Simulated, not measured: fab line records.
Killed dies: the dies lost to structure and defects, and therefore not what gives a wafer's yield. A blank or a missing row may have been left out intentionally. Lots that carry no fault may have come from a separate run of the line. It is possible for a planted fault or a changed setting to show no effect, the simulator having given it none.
fab line records ; flow n5_finfet
[record] lots = 8; wafers = 24; last_day = 17
route steps=1938 shown SD_EPI_P@312 SD_ACTIVATION@331 ILD0@335 BEOL_M4@1111 PASSIVATION@1936
lots that met no fault: taken from a fault-free run of the same line
start_h: the number of hours between the record's first day and the start of the first shown wafer of the lot ; wait_h: hours since the lot's step before ; " as in the row above ; L1.1+2: a single row standing in for several wafers ; - no value, or no start given ; * or withheld: withheld ; < > ~ a bound
route shown NAME@n: a module of which the file shows steps, and the number in the route of the first ; usual: the fault-free wafers' mean and standard deviation ; same: alike in all rows ; chamber/n: place in a boat ; sites: each site's reading ; _std_site: standard deviation across them ; _edge_site: inner sites' mean taken away from outer sites' mean ; radius_mm: how far each site lies from the wafer's centre ; mask NAME#n: copy n ; behind: the tool/chamber that last shaped the wafer ; hold: why the lot was held/for how many hours/how that ended ; device: the n, p or np transistor that did not switch ; end of line: the same wafers' tests at the end of the route ; a step given without rows: its recipe and nothing more ; killed: not the wafer's yield, but the dies lost to structure and defects at the first sort ; map: dies across one wafer; x = killed, . = not, _ = none there
set.NAME: setting as actually run; set.NAME@STEP: the setting as run at that earlier step ; model.NAME: the simulator's own value behind a step, which no gauge read
steps of the route over a sample of lots; a table a step, a row a wafer
services: the hour from which a tool's chamber was out of use, counted from the record's first day as start_h (under 0 if before that day), plus the number of hours and why
[[steps]]
[step N5_SD_EPI_P_ETCH_16]
[recipe] chemistry = CHF3/O2; target = SiO2; target_depth_a = 50; mask_material = SOC; pressure_mtorr = 30; source_w = 650; bias_w = 170; Ar_flow_sccm = 200; CHF3_flow_sccm = 50; O2_flow_sccm = 5; ion_energy_ev = 200
[usual] drypump_motor_current_A = 5.8/0.42; oes_o_777_au = 0.78/0.073; oes_product_au = 0.78/0.075; rf_vpp_V = 527/9; showerhead_plenum_p_Torr = 2.40/0.056; throttle_valve_pct = 18.95/0.27
lot.wafer;tool;chamber;start_h;wait_h;drypump_motor_current_A;oes_o_777_au;oes_product_au;rf_hours_counter_h;rf_vpp_V;showerhead_plenum_p_Torr;throttle_valve_pct
L557.1;rie_diel-02;1;57.67;0.1;5.8;0.68;0.71;213;525;2.38;19.37
L557.3;rie_diel-02;0;57.67;0.1;5.0;0.96;0.97;4;528;2.36;18.71
L557.6;rie_diel-02;0;57.67;0.1;5.0;0.96;0.97;-;529;2.36;18.71
L559.1;rie_diel-06;0;67.75;0.1;5.6;0.73;0.71;219;519;2.40;19.39
L559.4;rie_diel-06;3;67.75;0.1;5.2;0.77;0.76;170;517;2.51;19.14
L559.6;rie_diel-06;1;67.75;0.1;5.5;0.78;0.77;-;536;2.40;18.35
L566.1;rie_diel-06;0;107.93;0.1;5.6;0.72;0.71;230;520;2.40;19.41
L566.2;rie_diel-06;3;107.93;0.1;5.2;0.75;0.75;182;516;2.50;19.15
L566.4;rie_diel-06;1;107.93;0.1;5.5;0.76;0.77;139;535;2.39;18.37
L568.1;rie_diel-01;1;124.65;0.1;5.4;0.75;0.77;144;510;2.33;18.76
L568.3;rie_diel-01;2;124.65;0.1;5.8;0.82;0.79;135;525;2.42;18.91
L568.4;rie_diel-01;2;124.65;0.1;5.9;0.81;0.80;-;525;2.42;18.90
L570.2;rie_diel-02;2;132.77;0.1;6.0;0.73;0.74;145;524;2.49;19.07
L570.4;rie_diel-02;2;132.77;0.1;6.0;0.73;0.73;-;525;2.49;19.07
L570.6;rie_diel-02;3;132.77;0.1;6.3;0.85;0.87;-;534;2.44;18.86
L573.2;rie_diel-01;3;154.80;0.1;6.2;0.78;0.77;139;543;2.33;18.87
L573.4;rie_diel-01;3;154.80;0.1;6.2;0.78;0.77;-;541;2.33;18.87
L573.5;rie_diel-01;1;154.80;0.1;5.5;0.74;0.76;-;509;2.32;18.79
L577.1;rie_diel-02;0;176.25;0.1;5.0;0.87;0.87;44;528;2.35;18.79
L577.2;rie_diel-02;2;176.25;0.1;6.0;0.72;0.72;162;525;2.48;19.09
L577.5;rie_diel-02;1;176.25;0.1;5.8;0.67;0.68;-;524;2.37;19.40
L579.1;rie_diel-01;3;188.49;0.1;6.2;0.76;0.76;153;542;2.33;18.89
L579.4;rie_diel-01;2;188.49;0.1;5.8;0.79;0.78;163;526;2.41;18.95
L579.5;rie_diel-01;0;188.49;0.1;6.3;0.97;0.96;-;524;2.36;18.46
[step N5_SD_ACTIVATION_LSA_01]
[recipe] temp_c = 1080; time_s = 0.0008; ambient = N2
[usual] wafer_temp_C_max = 1084.5/1.9
lot.wafer;tool;chamber;start_h;wait_h;wafer_temp_C_max
L557.1;laser_anneal-02;0;62.07;0.2;1082.8
L557.3;laser_anneal-02;0;62.07;0.2;1082.2
L557.6;laser_anneal-02;0;62.07;0.2;1082.4
L559.1;laser_anneal-02;0;71.28;0.2;1082.1
L559.4;laser_anneal-02;0;71.28;0.2;1082.4
L559.6;laser_anneal-02;0;71.28;0.2;1082.3
L566.1;laser_anneal-01;0;111.26;0.2;1084.6
L566.2;laser_anneal-01;0;111.26;0.2;1083.9
L566.4;laser_anneal-01;0;111.26;0.2;1086.5
L568.1;laser_anneal-01;0;127.98;0.2;1084.7
L568.3;laser_anneal-01;0;127.98;0.2;1085.5
L568.4;laser_anneal-01;0;127.98;0.2;1085.1
L570.2;laser_anneal-02;0;136.99;0.2;1082.6
L570.4;laser_anneal-02;0;136.99;0.2;1082.3
L570.6;laser_anneal-02;0;136.99;0.2;1081.8
L573.2;laser_anneal-01;0;158.21;0.2;1084.1
L573.4;laser_anneal-01;0;158.21;0.2;1085.4
L573.5;laser_anneal-01;0;158.21;0.2;1085.1
L577.1;laser_anneal-01;0;179.74;0.2;1116.6
L577.2;laser_anneal-01;0;179.74;0.2;1116.0
L577.5;laser_anneal-01;0;179.74;0.2;1116.8
L579.1;laser_anneal-01;0;192.66;0.2;1115.7
L579.4;laser_anneal-01;0;192.66;0.2;1116.7
L579.5;laser_anneal-01;0;192.66;0.2;1114.9
[step N5_SD_ACTIVATION_RS_MEAS_03]
[recipe] thk_meas_gauge = four-point-probe
[usual] RS_SD_N = 21.9/0.36; RS_SD_P = 55.9/0.88
lot.wafer;tool;chamber;start_h;wait_h;RS_SD_N[ohm/sq];RS_SD_P[ohm/sq]
L557.1;film_metro-01;-;62.27;0.2;22.6;57.7
L557.3;film_metro-01;-;62.27;0.2;22.0;57.3
L557.6;film_metro-01;-;62.27;0.2;22.3;57.8
L559.1;film_metro-01;-;71.50;0.2;21.6;56.4
L559.4;film_metro-01;-;71.50;0.2;21.7;55.6
L559.6;film_metro-01;-;71.50;0.2;21.6;56.4
L566.1;film_metro-01;-;111.46;0.2;21.9;54.3
L566.2;film_metro-01;-;111.46;0.2;21.9;55.1
L566.4;film_metro-01;-;111.46;0.2;21.8;54.7
L568.1;film_metro-01;-;128.20;0.2;22.3;55.8
L568.3;film_metro-01;-;128.20;0.2;22.3;55.0
L568.4;film_metro-01;-;128.20;0.2;22.4;54.6
L570.2;film_metro-02;-;137.19;0.2;21.8;55.7
L570.4;film_metro-02;-;137.19;0.2;21.8;55.9
L570.6;film_metro-02;-;137.19;0.2;21.6;55.3
L573.2;film_metro-01;-;158.41;0.2;21.7;55.3
L573.4;film_metro-01;-;158.41;0.2;21.6;54.7
L573.5;film_metro-01;-;158.41;0.2;21.7;54.2
L577.1;film_metro-01;-;179.95;0.2;18.8;55.6
L577.2;film_metro-01;-;179.95;0.2;19.0;55.9
L577.5;film_metro-01;-;179.95;0.2;18.9;55.6
L579.1;film_metro-01;-;192.86;0.2;18.5;55.5
L579.4;film_metro-01;-;192.86;0.2;18.7;54.6
L579.5;film_metro-01;-;192.86;0.2;18.9;55.6
[step N5_ILD0_LINER_00]
[recipe] material = SiNx; target_thk_a = 40; temp_c = 400; ald_precursor_family = SiH2I2; ald_co_reactant = N2/H2-plasma; pulse_time_s = 1; purge_time_s = 2; co_reactant_purge_time_s = 2; ald_cycles = 80; pressure_torr = 2
[usual] heater_power_w = 841/76; precursor_pulse_height_rel = 1.002/0.021
lot.wafer;tool;chamber;start_h;wait_h;heater_power_w;precursor_pulse_height_rel;since_wet_clean_h
L557.1;ald_sin-04;1;62.64;0.0;898;1.024;252
L557.3;ald_sin-04;2;62.64;0.0;848;0.990;252
L557.6;ald_sin-04;1;62.64;0.0;893;1.003;-
L559.1;ald_sin-01;1;71.86;0.0;865;1.011;353
L559.4;ald_sin-01;0;71.86;0.0;922;0.978;-
L559.6;ald_sin-01;1;71.86;0.0;858;0.999;-
L566.1;ald_sin-01;3;111.83;0.0;902;1.022;12
L566.2;ald_sin-01;0;111.83;0.0;918;0.973;12
L566.4;ald_sin-01;1;111.83;0.0;875;1.050;-
L568.1;ald_sin-03;0;128.56;0.0;698;0.991;121
L568.3;ald_sin-03;1;128.56;0.0;794;0.998;121
L568.4;ald_sin-03;2;128.56;0.0;870;0.971;121
L570.2;ald_sin-04;1;137.52;0.0;885;0.985;327
L570.4;ald_sin-04;0;137.52;0.0;830;0.995;-
L570.6;ald_sin-04;2;137.52;0.0;862;1.011;-
L573.2;ald_sin-03;0;158.75;0.0;696;1.008;151
L573.4;ald_sin-03;3;158.75;0.0;885;0.987;151
L573.5;ald_sin-03;3;158.75;0.0;861;1.009;-
L577.1;ald_sin-03;3;180.31;0.0;888;0.991;173
L577.2;ald_sin-03;1;180.31;0.0;792;0.991;173
L577.5;ald_sin-03;3;180.31;0.0;875;1.017;-
L579.1;ald_sin-03;0;193.22;0.0;679;1.022;186
L579.4;ald_sin-03;2;193.22;0.0;852;1.008;186
L579.5;ald_sin-03;0;193.22;0.0;687;0.978;-
[step N5_ILD0_ALD_15]
[recipe] material = SiNx; target_thk_a = 240; temp_c = 400; ald_precursor_family = SiH2I2; ald_co_reactant = N2/H2-plasma; pulse_time_s = 1; ald_cycles = 480; purge_time_s = 2; co_reactant_purge_time_s = 2; pressure_torr = 2
[usual] heater_power_w = 851/57; precursor_pulse_height_rel = 1.000/0.019
lot.wafer;tool;chamber;start_h;wait_h;heater_power_w;precursor_pulse_height_rel;since_wet_clean_h
L557.1;ald_sin-04;1;66.35;0.6;867;0.991;256
L557.3;ald_sin-04;2;66.35;0.6;842;0.987;256
L557.6;ald_sin-04;0;67.44;1.1;845;1.014;-
L559.1;ald_sin-04;3;75.58;0.6;824;0.996;265
L559.4;ald_sin-04;2;75.58;0.6;857;1.002;265
L559.6;ald_sin-04;1;76.67;1.1;906;1.011;-
L566.1;ald_sin-04;3;115.82;0.6;812;0.987;306
L566.2;ald_sin-04;0;115.82;0.6;826;0.994;306
L566.4;ald_sin-04;1;115.82;0.6;889;0.968;306
L568.1;ald_sin-01;0;132.29;0.6;897;0.982;33
L568.3;ald_sin-01;1;132.29;0.6;906;1.007;33
L568.4;ald_sin-01;3;132.29;0.6;900;0.983;33
L570.2;ald_sin-03;1;141.25;0.5;784;1.035;134
L570.4;ald_sin-03;2;141.25;0.5;862;1.004;134
L570.6;ald_sin-03;0;142.34;1.1;697;0.999;-
L573.2;ald_sin-04;1;162.47;0.5;915;0.994;352
L573.4;ald_sin-04;3;162.47;0.5;833;1.029;352
L573.5;ald_sin-04;0;163.55;1.2;842;1.010;-
L577.1;ald_sin-03;1;185.29;0.9;791;0.997;178
L577.2;ald_sin-03;3;185.29;0.9;893;0.999;178
L577.5;ald_sin-03;3;186.38;1.6;896;1.007;-
L579.1;ald_sin-04;0;197.83;1.5;820;0.983;8
L579.4;ald_sin-04;2;198.92;2.2;819;1.008;-
L579.5;ald_sin-04;0;198.92;2.2;831;0.987;-
[step N5_BEOL_M4_RC_MEAS_101]
[usual] DIBL_N = 35.3/1.5; DIBL_P = 35.3/1.9; IOFF_N = 0.145/0.027; IOFF_P = 0.20/0.033; IOFF_P_LONG = 0.000105/7.4e-06; ION_N = 670/12; ION_P = 462/6.8; RC_DENSE_N = 19.0/0.51; RC_N = 15.4/0.41; REXT_N = 75.5/1.4; RS_SD_N = 28.3/0.46; SS_N = 71.3/0.6; SS_P = 73.1/0.7; VT_N = 251/3.4; VT_P = -251/3.2
lot.wafer;tool;chamber;start_h;wait_h;DIBL_N[mV/V];DIBL_P[mV/V];IOFF_N[nA/um];IOFF_P[nA/um];IOFF_P_LONG[nA/um];ION_N[uA/um];ION_P[uA/um];RC_DENSE_N[ohm.um];RC_N[ohm.um];REXT_N[ohm.um];RS_SD_N[ohm/sq];SS_N[mV/dec];SS_P[mV/dec];VT_N[mV];VT_P[mV]
L557.1;prober-02;0;182.71;0.0;35.3;35.0;0.147;0.18;0.000109;670;456;19.6;15.8;77.0;29.1;71.7;72.2;248;-254
L557.3;prober-02;0;182.71;0.0;33.1;32.6;0.115;0.16;0.000106;664;458;19.7;16.1;76.9;28.8;70.6;72.7;254;-252
L557.6;prober-02;0;182.71;0.0;35.4;35.4;0.157;0.20;0.000106;679;466;19.3;15.7;76.9;28.8;70.9;72.6;248;-247
L559.1;prober-02;0;192.03;0.0;33.6;35.7;0.140;0.19;0.00011;675;461;18.2;14.9;74.3;27.7;70.7;74.2;247;-252
L559.4;prober-02;0;192.03;0.0;36.0;38.2;0.180;0.24;0.000111;683;466;19.0;15.7;74.5;28.4;71.5;73.6;245;-249
L559.6;prober-02;0;192.03;0.0;35.5;37.7;0.182;0.22;0.000109;686;462;19.2;15.8;74.0;28.0;71.5;74.4;246;-248
L566.1;prober-01;0;240.44;0.0;35.3;35.3;0.149;0.23;0.000109;674;465;18.9;15.6;76.6;28.6;71.1;73.4;251;-250
L566.2;prober-01;0;240.44;0.0;32.1;31.7;0.108;0.17;0.000108;662;460;19.1;15.5;76.5;28.7;70.5;71.9;254;-250
L566.4;prober-01;0;240.44;0.0;34.6;35.5;0.132;0.21;0.000116;664;462;18.7;15.1;76.2;28.1;71.6;72.2;253;-246
L568.1;prober-01;0;250.96;0.0;34.0;34.9;0.120;0.19;0.000114;654;458;18.4;14.9;76.3;28.9;70.6;72.7;256;-250
L568.3;prober-01;0;250.96;0.0;31.6;31.7;0.090;0.15;0.000114;637;446;17.8;14.5;75.9;28.3;70.3;72.0;260;-251
L568.4;prober-01;0;250.96;0.0;35.0;35.7;0.139;0.20;0.00011;672;465;18.4;15.2;75.6;28.6;70.4;73.0;252;-249
L570.2;prober-02;0;262.70;0.2;35.4;36.4;0.139;0.19;0.000106;662;460;19.3;15.4;77.2;28.3;71.7;73.9;252;-250
L570.4;prober-02;0;262.70;0.2;33.1;33.2;0.101;0.15;0.000107;649;449;18.4;15.1;76.5;28.0;71.2;72.4;256;-253
L570.6;prober-02;0;262.70;0.2;32.8;33.1;0.107;0.15;0.0001;663;449;18.3;14.9;77.1;28.2;71.0;72.7;256;-255
L573.2;prober-01;0;277.69;0.2;33.4;31.0;0.119;0.16;0.000107;656;459;19.4;15.9;75.2;28.0;70.7;72.1;255;-252
L573.4;prober-01;0;277.69;0.2;37.6;36.8;0.200;0.24;0.0001;695;468;18.5;15.1;73.5;27.8;72.2;73.1;247;-248
L573.5;prober-01;0;277.69;0.2;37.0;36.0;0.192;0.23;0.000109;694;466;18.5;15.3;74.1;28.2;71.7;73.6;245;-247
L577.1;prober-02;0;299.03;0.0;34.5;35.6;0.145;0.20;0.000134;673;458;15.7;12.8;70.5;24.7;71.1;74.3;252;-250
L577.2;prober-02;0;299.03;0.0;35.9;35.7;0.171;0.22;0.000125;669;451;15.6;12.7;70.4;24.8;71.5;74.0;250;-251
L577.5;prober-02;0;299.03;0.0;36.9;36.6;0.191;0.23;0.000143;672;452;16.9;13.7;71.2;24.8;72.3;73.6;249;-249
L579.1;prober-02;0;307.25;0.0;37.3;37.4;0.156;0.22;0.00013;675;459;16.8;13.7;70.4;24.8;71.2;73.6;248;-249
L579.4;prober-02;0;307.25;0.0;35.5;34.5;0.124;0.19;0.000143;671;464;17.0;13.9;69.3;24.3;71.9;72.4;253;-250
L579.5;prober-02;0;307.25;0.0;37.5;37.1;0.153;0.22;0.000138;666;454;17.1;13.8;70.0;25.0;71.7;73.9;250;-248
[step N5_PASSIVATION_PROBE_49]
[usual] defect_limited_yield = 91.2/1.5; killed_at_M0_to_M3 = 34/11; killed_at_M4_up = 14/5.4; killed_at_contacts = 12/5.9; killed_at_front_end = 40/12; killed_at_other = 4/3.3; killed_dies = 103/18; killed_open = 68/13; killed_short = 34/7.5; sort_bin_5_function = 5.1/1; sort_bin_6_memory = 3.3/0.7; sort_bin_8_speed = 0.03/0.27; sort_n_pass = 1076/18; sort_yield_pct = 91.2/1.5
[same] gross_dies = 1180; killed_at_back_side = 0; sort_bin_4_leakage[%] = 0
lot.wafer;tool;chamber;start_h;wait_h;defect_limited_yield[%];killed_at_M0_to_M3;killed_at_M4_up;killed_at_contacts;killed_at_front_end;killed_at_other;killed_dies;killed_open;killed_short;sort_bin_5_function[%];sort_bin_6_memory[%];sort_bin_8_speed[%];sort_n_pass;sort_yield_pct[%]
L557.1;prober-02;-;290.33;0.0;92.7;19;5;26;36;0;86;57;28;4.3;2.7;0;1094;92.7
L557.3;prober-02;-;290.43;0.1;92.3;13;8;13;57;0;91;48;41;4.2;3.1;0;1089;92.3
L557.6;prober-02;-;290.58;0.3;93.1;12;9;11;48;2;82;56;25;4.3;2.5;0;1098;93.1
L570.2;prober-02;-;361.51;0.1;90.5;40;17;17;30;8;112;81;31;6.2;3.1;0;1068;90.5
L570.4;prober-02;-;361.61;0.2;88.5;51;17;9;54;5;136;82;54;7.2;3.8;0;1044;88.5
L570.6;prober-02;-;361.71;0.3;90.9;25;16;26;39;1;107;75;32;5.3;3.7;0;1073;90.9
L573.2;prober-01;-;378.26;0.1;93.0;36;9;5;30;3;83;59;24;4.1;2.7;0;1097;93.0
L573.4;prober-01;-;378.36;0.2;91.1;46;8;7;40;4;105;75;30;5.2;3.3;0;1075;91.1
L573.5;prober-01;-;378.41;0.2;91.3;22;23;11;44;3;103;66;37;4.2;4.6;0;1077;91.3
L579.4;prober-01;-;414.59;0.2;92.2;37;14;4;34;3;92;57;32;4.6;2.8;0;1088;92.2
L577.1;prober-02;-;416.33;0.0;91.7;13;16;19;46;4;98;53;44;4.6;3.4;0;1082;91.7
L577.2;prober-02;-;416.38;0.1;93.7;17;12;19;23;3;74;51;23;4.2;1.9;0;1106;93.7
L577.5;prober-02;-;416.53;0.2;94.2;17;11;11;29;0;68;45;23;3.6;1.9;0;1112;94.2
// killed by level:class
L557.1 MOL_CONTACT_COAG:geometric_particle:open=23 FIN_SAQP:geometric_particle:open=8 STI_FIN_REVEAL:geometric_particle:open=7 FIN_SAQP:geometric_particle:short=6 STI_FIN_REVEAL:geometric_particle:short=5 ILD0:geometric_particle:open=3 GATE_CUT:geometric_particle:short=3 MOL_CONTACT_COAG:geometric_particle:short=3
L557.3 STI_FIN_REVEAL:geometric_particle:open=11 FIN_SAQP:geometric_particle:short=9 MOL_CONTACT_COAG:geometric_particle:open=8 GATE_CUT:geometric_particle:short=7 STI_FIN_REVEAL:geometric_particle:short=5 MOL_CONTACT_COAG:geometric_particle:short=5 FIN_SAQP:geometric_particle:open=4 BEOL_M4:geometric_particle:open=4
L557.6 FIN_SAQP:geometric_particle:open=9 DUMMY_GATE:geometric_particle:open=9 MOL_CONTACT_COAG:geometric_particle:open=8 FIN_SAQP:geometric_particle:short=6 STI_FIN_REVEAL:geometric_particle:open=6 BEOL_M0_SAQP:geometric_particle:open=4 STARTING-WAFER:geometric_particle:open=4 DUMMY_GATE:geometric_particle:short=3
L570.2 MOL_CONTACT_COAG:geometric_particle:open=15 BEOL_M3:geometric_particle:open=13 BEOL_M4:geometric_particle:open=10 BEOL_M1:geometric_particle:open=9 FIN_SAQP:geometric_particle:short=6 GATE_CUT:geometric_particle:short=6 FIN_SAQP:geometric_particle:open=5 BEOL_M0_SAQP:geometric_particle:open=5
L570.4 FIN_SAQP:geometric_particle:short=24 BEOL_M4:geometric_particle:open=12 BEOL_M0_SAQP:geometric_particle:open=12 FIN_SAQP:geometric_particle:open=10 BEOL_M3:geometric_particle:open=10 MOL_CONTACT_COAG:geometric_particle:open=9 BEOL_M0_SAQP:geometric_particle:short=8 DUMMY_GATE:geometric_particle:open=6
L570.6 MOL_CONTACT_COAG:geometric_particle:open=22 STI_FIN_REVEAL:geometric_particle:open=11 FIN_SAQP:geometric_particle:open=8 BEOL_M4:geometric_particle:open=8 GATE_CUT:geometric_particle:short=6 BEOL_M0_SAQP:geometric_particle:short=6 BEOL_M3:geometric_particle:open=6 BEOL_M0_SAQP:geometric_particle:open=5
L573.2 STI_FIN_REVEAL:geometric_particle:open=12 BEOL_M0_SAQP:geometric_particle:open=9 BEOL_M1:geometric_particle:open=7 BEOL_M3:geometric_particle:open=6 MOL_CONTACT_COAG:geometric_particle:open=5 BEOL_M0_SAQP:geometric_particle:short=5 FIN_SAQP:geometric_particle:short=3 STI_FIN_REVEAL:geometric_particle:short=3
L573.4 BEOL_M1:geometric_particle:open=10 BEOL_M0_SAQP:geometric_particle:open=9 BEOL_M3:geometric_particle:open=9 STI_FIN_REVEAL:geometric_particle:open=8 BEOL_M0_SAQP:geometric_particle:short=8 MOL_CONTACT_COAG:geometric_particle:open=6 FIN_SAQP:geometric_particle:open=5 BEOL_M2:geometric_particle:open=5
L573.5 STI_FIN_REVEAL:geometric_particle:open=14 MOL_CONTACT_COAG:geometric_particle:short=6 BEOL_M4:geometric_particle:open=6 FIN_SAQP:geometric_particle:open=5 BEOL_M1:geometric_particle:open=5 MOL_CONTACT_COAG:geometric_particle:open=5 BEOL_M2:geometric_particle:open=5 ILD0:geometric_particle:open=4
L579.4 BEOL_M1:geometric_particle:open=13 FIN_SAQP:geometric_particle:short=9 BEOL_M3:geometric_particle:open=9 BEOL_M4:geometric_particle:open=7 STI_FIN_REVEAL:geometric_particle:open=6 GATE_CUT:geometric_particle:short=5 BEOL_M0_SAQP:geometric_particle:open=5 FIN_SAQP:geometric_particle:open=4
L577.1 MOL_CONTACT_COAG:geometric_particle:open=15 GATE_CUT:geometric_particle:short=14 FIN_SAQP:geometric_particle:short=12 BEOL_M4:geometric_particle:open=9 GATE_CUT:geometric_particle:open=7 BEOL_M3:geometric_particle:open=5 MOL_CONTACT_COAG:geometric_particle:short=4 BEOL_M4:geometric_particle:short=4
L577.2 MOL_CONTACT_COAG:geometric_particle:open=16 BEOL_M1:geometric_particle:open=6 GATE_CUT:geometric_particle:short=4 BEOL_M3:geometric_particle:open=4 BEOL_M4:geometric_particle:open=4 FIN_SAQP:geometric_particle:short=3 STI_FIN_REVEAL:geometric_particle:open=3 MOL_CONTACT_COAG:geometric_particle:short=3
L577.5 MOL_CONTACT_COAG:geometric_particle:open=7 FIN_SAQP:geometric_particle:open=6 GATE_CUT:geometric_particle:short=5 BEOL_M0_SAQP:geometric_particle:open=5 STARTING-WAFER:geometric_particle:open=4 MOL_CONTACT_COAG:geometric_particle:short=4 BEOL_M3:geometric_particle:open=4 BEOL_M4:geometric_particle:open=4
[[services]]
tool;chamber;start_h;hours;kind
ald_sin-04;1;43.71;7.0;repair
laser_anneal-01;-;43.76;13.9;pm
ald_sin-03;-;43.89;1.3;repair
ald_sin-03;-;48.89;1.1;repair
ald_sin-01;2;70.48;2.3;repair
ald_sin-01;-;85.47;14.0;pm
ald_sin-03;1;89.87;2.4;repair
rie_diel-01;2;92.69;10.4;repair
rie_diel-02;-;97.54;0.5;repair
ald_sin-01;2;103.09;21.5;repair
rie_diel-02;-;113.36;0.2;repair
rie_diel-01;0;117.13;8.1;repair
rie_diel-02;1;122.10;29.3;repair
laser_anneal-02;-;131.30;1.6;pm
rie_diel-06;3;134.11;4.1;repair
laser_anneal-01;-;136.37;2.3;repair
ald_sin-04;3;164.23;72.6;repair
ald_sin-01;2;169.33;3.1;repair
ald_sin-04;0;176.52;6.5;repair
ald_sin-04;-;176.75;14.0;pm
ald_sin-04;1;176.75;14.0;vent_cycle
ald_sin-03;0;176.91;4.8;repair
rie_diel-06;-;176.96;1.2;repair
laser_anneal-02;-;194.04;5.2;pm
[[key]]
[first_sign] step = N5_SD_ACTIVATION_LSA_01; reading = wafer_temp_C_max; direction = up; sigmas = 17; usual = *; struck = *
[effect] step = N5_SD_ACTIVATION_RS_MEAS_03; reading = RS_SD_N; direction = down; sigmas = 8.7; usual = 21.9; struck = 18.8
[effect] step = N5_BEOL_M4_RC_MEAS_101; reading = RS_SD_N; direction = down; sigmas = 7.8; usual = 28.3; struck = 24.7
[effect] step = N5_BEOL_M4_RC_MEAS_101; reading = RC_N; direction = down; sigmas = 5; usual = 15.4; struck = 13.4
[effect] step = N5_BEOL_M4_RC_MEAS_101; reading = RC_DENSE_N; direction = down; sigmas = 4.8; usual = 19.0; struck = 16.5
[effect] step = N5_BEOL_M4_RC_MEAS_101; reading = IOFF_P_LONG; direction = up; sigmas = 4.1; usual = 0.000105; struck = 0.000135
[effect] step = N5_BEOL_M4_RC_MEAS_101; reading = REXT_N; direction = down; sigmas = 3.7; usual = 75.5; struck = 70.3
met_at N5_SD_ACTIVATION_LSA_01
struck_lots L577,L579
not_acting_at N5_SD_EPI_P_ETCH_16,N5_ILD0_LINER_00,N5_ILD0_ALD_15
onset_between 158.21 179.74
[fault] kind = process_parameter_drift; tool = laser_anneal-01; chamber = -; onset_h = 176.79; steps = N5_SD_ACTIVATION_LSA_01; channel = temp_c; offset = *; shape = step; end_h = 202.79; stated = *
